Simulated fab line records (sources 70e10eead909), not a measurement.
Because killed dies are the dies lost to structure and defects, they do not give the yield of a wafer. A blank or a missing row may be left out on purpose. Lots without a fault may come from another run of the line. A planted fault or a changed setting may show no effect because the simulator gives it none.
Which tool did it? | flow nandHarc | 12 lots, 36 wafers sampled, at 6 steps of a route of 1302

== WHAT THE GAUGES READ, wafer by wafer ==
NHARC_A_BLC_INSPECT_28. Usual: rawDefectCount at 527, with a standard deviation of 140.
lot  | measured     | on               | rawDefectCount | flag
L907 | day 23 04:10 | defectInspect-02 | 336 392 401    | 
L911 | day 23 17:45 | defectInspect-02 | 399 544 408    | 
L909 | day 23 20:04 | defectInspect-01 | 468 490 540    | 
L910 | day 24 04:46 | defectInspect-02 | 376 528 417    | 
L912 | day 25 12:04 | defectInspect-01 | 595 600 579    | 
L914 | day 25 19:41 | defectInspect-02 | 540 494 553    | 
L915 | day 26 10:47 | defectInspect-01 | 493 583 646    | 
L916 | day 26 17:16 | defectInspect-01 | 398 352 355    | 
L917 | day 27 16:26 | defectInspect-02 | 432 392 369    | 
L925 | day 29 22:26 | defectInspect-01 | 390 429 521    | 
L927 | day 31 10:00 | defectInspect-01 | 680 557 611    | 
L929 | day 31 21:32 | defectInspect-02 | 609 774 974    | 

NHARC_A_M0_INSPECT_11. Usual: rawDefectCount at 83, with a standard deviation of 37.
lot  | measured     | on               | rawDefectCount | flag
L907 | day 23 05:12 | defectInspect-02 | 22 24 29       | 
L911 | day 23 18:46 | defectInspect-02 | 99 102 98      | 
L909 | day 23 21:05 | defectInspect-01 | 25 20 28       | 
L910 | day 24 05:40 | defectInspect-02 | 58 57 75       | 
L912 | day 25 12:58 | defectInspect-02 | 59 53 60       | 
L914 | day 25 20:50 | defectInspect-02 | 101 107 119    | 
L915 | day 26 11:49 | defectInspect-02 | 140 175 172    | 
L916 | day 26 18:17 | defectInspect-01 | 84 81 71       | 
L917 | day 27 17:29 | defectInspect-01 | 79 81 71       | 
L925 | day 29 23:20 | defectInspect-01 | 54 55 58       | 
L927 | day 31 10:54 | defectInspect-02 | 684 70 74      | OFF
L929 | day 31 22:34 | defectInspect-02 | 114 103 121    | 

NHARC_END_SORT_01. Usual: value, then standard deviation, for each; defectLimitedYield 90.9 % / 2.8; killedAtArray 57 / 20; killedAtOther 1.3 / 1.4; killedAtPeriphery 3.4 / 2.4; killedDies 61 / 19; killedOpen 2.9 / 1.8; killedShort 2.5 / 1.6.
lot  | measured     | on        | defectLimitedYield (%) | killedAtArray | killedAtOther | killedAtPeriphery | killedDies | killedOpen | killedShort | flag
L907 | day 25 01:02 | prober-02 | 96.5 97.0 95.0         | 21 18 31      | 0 1 0         | 3 1 3             | 24 20 34   | 2 1 3      | 2 1 3       | 
L925 | day 31 14:25 | prober-01 | 91.4 93.5 92.3         | 46 41 45      | 1 0 2         | 11 3 5            | 58 44 52   | 4 2 6      | 2 3 2       | 
L927 | day 33 02:34 | prober-02 | 78.1 91.6 90.5         | 147 55 61     | 0 1 1         | 1 1 2             | 148 57 64  | 3 2 3      | 2 0 2       | 

== EACH LOT AND THE TOOL THAT RAN IT (in order: tool; ch and the chambers of the sampled wafers; start) ==
lot  | NHARC_A_BLC_STRIP_29              | NHARC_A_BLC_ALD_23                 | NHARC_A_M0_DEP_00
L907 | rieDiel-06 ch 1,2, day 23 02:16   | aldMetal-04 ch 1,3, day 23 03:04   | pecvd-02 ch 0,1,2, day 23 04:17
L911 | rieDiel-08 ch 1,2, day 23 15:52   | aldMetal-02 ch 0,1,3, day 23 16:38 | pecvd-02 ch 1,2, day 23 17:52
L909 | rieDiel-09 ch 0,1,2, day 23 18:10 | aldMetal-04 ch 1,2,3, day 23 18:56 | pecvd-01 ch 0,1, day 23 20:08
L910 | rieDiel-08 ch 0,2,3, day 24 02:50 | aldMetal-02 ch 0,1,2, day 24 03:39 | pecvd-01 ch 0,1,2, day 24 04:50
L912 | rieDiel-06 ch 0,2, day 25 10:07   | aldMetal-02 ch 1,2, day 25 10:55   | pecvd-02 ch 0,2, day 25 12:10
L914 | rieDiel-08 ch 1,3, day 25 17:44   | aldMetal-02 ch 0,2, day 25 18:33   | pecvd-01 ch 0,2, day 25 19:53
L915 | rieDiel-06 ch 1,2,3, day 26 08:53 | aldMetal-04 ch 1,2,3, day 26 09:39 | pecvd-02 ch 0,1,2, day 26 10:56
L916 | rieDiel-08 ch 0,1,2, day 26 15:21 | aldMetal-01 ch 0,1,2, day 26 16:07 | pecvd-01 ch 0,1, day 26 17:20
L917 | rieDiel-06 ch 0,2, day 27 13:22   | aldMetal-02 ch 0,2,3, day 27 14:10 | pecvd-01 ch 0,1,2, day 27 16:31
L925 | rieDiel-08 ch 0,2,3, day 29 20:30 | aldMetal-02 ch 0,1, day 29 21:19   | pecvd-02 ch 0,1,2, day 29 22:32
L927 | rieDiel-06 ch 0,1,2, day 31 07:40 | aldMetal-02 ch 0,1,3, day 31 08:25 | pecvd-02 ch 0,1,2, day 31 10:07
L929 | rieDiel-08 ch 0,2,3, day 31 19:39 | aldMetal-02 ch 1,2,3, day 31 20:28 | pecvd-01 ch 1,2, day 31 21:42
- NHARC_A_BLC_STRIP_29: strips in CF4.
- NHARC_A_BLC_ALD_23: deposits TiN, target thk 3 nm, pulse time 1 s, ald cycles 150.
- NHARC_A_M0_DEP_00: deposits SiOC, target thk 150 nm.

== WHAT THE TOOLS THEMSELVES READ (means of the sampled wafers that have a number; where no wafer has one, the mark that the record gives instead) ==
NHARC_A_BLC_STRIP_29. Usual: drypumpMotorCurrentA 5.8 A, standard deviation 0.59; oesProductAu 0.999 a.u., standard deviation 0.01; rfVppV 59.1 V, standard deviation 0.92; showerheadPlenumPTorr 1.72 Torr, standard deviation 0.051; throttleValvePct 13.284 %, standard deviation 0.0084.
lot  | tool       | drypumpMotorCurrentA (A) | oesProductAu (a.u.) | rfVppV (V) | showerheadPlenumPTorr (Torr) | throttleValvePct (%) | flag
L907 | rieDiel-06 | 6.1                      | 0.987               | 58.9       | 1.68                         | 13.286               | 
L911 | rieDiel-08 | 6.3                      | 0.996               | 58.3       | 1.71                         | 13.280               | 
L909 | rieDiel-09 | 5.5                      | 0.994               | 59.0       | 1.75                         | 13.284               | 
L910 | rieDiel-08 | 5.5                      | 0.988               | 59.0       | 1.76                         | 13.287               | 
L912 | rieDiel-06 | 6.5                      | 1.008               | 59.7       | 1.70                         | 13.283               | 
L914 | rieDiel-08 | 6.2                      | 1.002               | 59.4       | 1.74                         | 13.287               | 
L915 | rieDiel-06 | 5.7                      | 0.999               | 59.4       | 1.68                         | 13.283               | 
L916 | rieDiel-08 | 5.8                      | 0.997               | 59.6       | 1.72                         | 13.289               | 
L917 | rieDiel-06 | 6.3                      | 1.008               | 58.9       | 1.72                         | 13.283               | 
L925 | rieDiel-08 | 5.6                      | 0.999               | 59.3       | 1.75                         | 13.286               | 
L927 | rieDiel-06 | 6.3                      | 0.999               | 59.2       | 1.69                         | 13.280               | 
L929 | rieDiel-08 | 5.5                      | 1.012               | 59.8       | 1.75                         | 13.276               | 

NHARC_A_BLC_ALD_23. Usual: heaterPowerW 1051 W, standard deviation 50; precursorPulseHeightRel 1.000, standard deviation 0.021.
lot  | tool        | heaterPowerW (W) | precursorPulseHeightRel | flag
L907 | aldMetal-04 | 1057             | 0.991                   | 
L911 | aldMetal-02 | 1063             | 0.996                   | 
L909 | aldMetal-04 | 1086             | 1.016                   | 
L910 | aldMetal-02 | 1047             | 1.020                   | 
L912 | aldMetal-02 | 1062             | 0.977                   | 
L914 | aldMetal-02 | 1064             | 1.001                   | 
L915 | aldMetal-04 | 1081             | 0.997                   | 
L916 | aldMetal-01 | 1007             | 0.983                   | 
L917 | aldMetal-02 | 1021             | 1.000                   | 
L925 | aldMetal-02 | 1032             | 1.011                   | 
L927 | aldMetal-02 | 1005             | 1.017                   | 
L929 | aldMetal-02 | 1055             | 1.016                   | 

== THE ANSWER, worked out from the rows above alone ==
Rule: lot off if the mean of its wafers having a number is beyond 3 standard deviations from the usual mean. A lot without any number at a reading at which 4 lots or more have one is off too. The other lots that the step has rows for count as sound. First the gauges in route order, then the tools' own readings, where a lot's mean is used as printed above. At the first step where some lot is off, the reading lying furthest off is the one used; lots without a number count as furthest.
Off: L927, at NHARC_A_M0_INSPECT_11 (rawDefectCount).
If a tool, at a process step before that reading, ran all the lots that are off and no sound lot after the first of them, it fits. Gauges at NHARC_A_M0_INSPECT_11: tried the same way as those tools. This does not decide it: 2 tools fit, namely rieDiel-06 at NHARC_A_BLC_STRIP_29 and pecvd-02 at NHARC_A_M0_DEP_00.

== WHAT THE SIMULATOR HAD PUT IN ==
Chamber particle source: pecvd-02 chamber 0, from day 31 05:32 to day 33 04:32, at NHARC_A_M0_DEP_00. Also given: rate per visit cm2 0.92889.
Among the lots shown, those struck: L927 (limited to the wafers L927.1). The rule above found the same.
